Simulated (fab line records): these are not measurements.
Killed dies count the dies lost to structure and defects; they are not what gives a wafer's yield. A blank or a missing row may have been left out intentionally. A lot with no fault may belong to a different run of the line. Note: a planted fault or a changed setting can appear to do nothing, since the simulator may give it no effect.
Struck lot and sound lot, side by side | flow nand harc | 12 steps out of a route of 1302
Sound: these wafers, L721.1, L721.2, L721.3. Wafers struck: L716.1, L716.2, L716.5. The cause is given at the end.
For every step that has rows: the tool of each side, followed by ch and its chambers, followed by its first start. Under that, the readings that differ: sound wafers | struck wafers | difference of the means | sigmas: that difference in standard deviations of wafers without a fault.
alike: same words and numbers on both sides, and readings whose means sit less than 2 such deviations apart. not compared: any withheld reading, any reading some wafer has no value for, any bound like >300 that may hide the same value, and any number with overlapping values for which the record gives no deviation.
Wherever a step has rows on one side only, a row that says differs or no value, or a row with sigmas, the two part there. Numbers that have no deviation but don't overlap get no sigmas and don't part them. A reading missing from all wafers of one side parts the sides only when that side holds two or more wafers.

NHARC_A_SOURCE_PLATE_INSPECT_08:
  struck on defect inspect-02, day 11 20:59; sound on defect inspect-01, day 14 05:32
  alike: raw defect count
following that, 1 step holds no rows for these wafers, namely NHARC_A_ONON_D1_DEP_00 (target thickness 1000 nm).
NHARC_A_ONON_D1_THK_MEAS_02: measures by ellipsometry.
  struck on film metro-01, day 11 21:34; sound on film metro-01, day 14 06:07
  reading     | sound          | struck      | difference | sigmas
  thk nm (nm) | 1010 1011 1012 | 979 980 982 | -31        | -3
following that, 1 step holds no rows for these wafers, namely NHARC_A_ONON_D1_DEP_03 (target thickness 1000 nm).
NHARC_A_ONON_D1_THK_MEAS_05: measures by ellipsometry.
  struck on film metro-02, day 11 22:08; sound on film metro-01, day 14 06:41
  alike: thk nm
following that, 1 step holds no rows for these wafers, namely NHARC_A_ONON_D1_DEP_06 (target thickness 1000 nm).
NHARC_A_ONON_D1_THK_MEAS_08: measures by ellipsometry.
  struck on film metro-02, day 11 22:43; sound on film metro-02, day 14 07:15
  alike: thk nm
following that, 1 step holds no rows for these wafers, namely NHARC_A_ONON_D1_DEP_09 (target thickness 1000 nm).
NHARC_A_ONON_D1_THK_MEAS_11: measures by ellipsometry.
  struck on film metro-02, day 11 23:17; sound on film metro-01, day 14 07:49
  alike: thk nm
following that, 1 step holds no rows for these wafers, namely NHARC_A_ONON_D1_DEP_12 (target thickness 1000 nm).
NHARC_A_ONON_D1_THK_MEAS_14: measures by ellipsometry.
  struck on film metro-01, day 11 23:51; sound on film metro-02, day 14 08:22
  alike: thk nm
NHARC_A_ONON_D1_ANNEAL_15: time 3600 s.
  struck on furnace-08, day 12 03:14; sound on furnace-08 ch 0, day 14 12:05
  no value came back on the struck wafers for run length s (s), spike tc bottom C (C), zone power upper pct (%); on the sound wafers run length s (s) reads 3623 3623 3623

## WHERE THEY PART
First at NHARC_A_ONON_D1_THK_MEAS_02; last, within this record, at NHARC_A_ONON_D1_ANNEAL_15.

WHY: the cause the simulator had injected
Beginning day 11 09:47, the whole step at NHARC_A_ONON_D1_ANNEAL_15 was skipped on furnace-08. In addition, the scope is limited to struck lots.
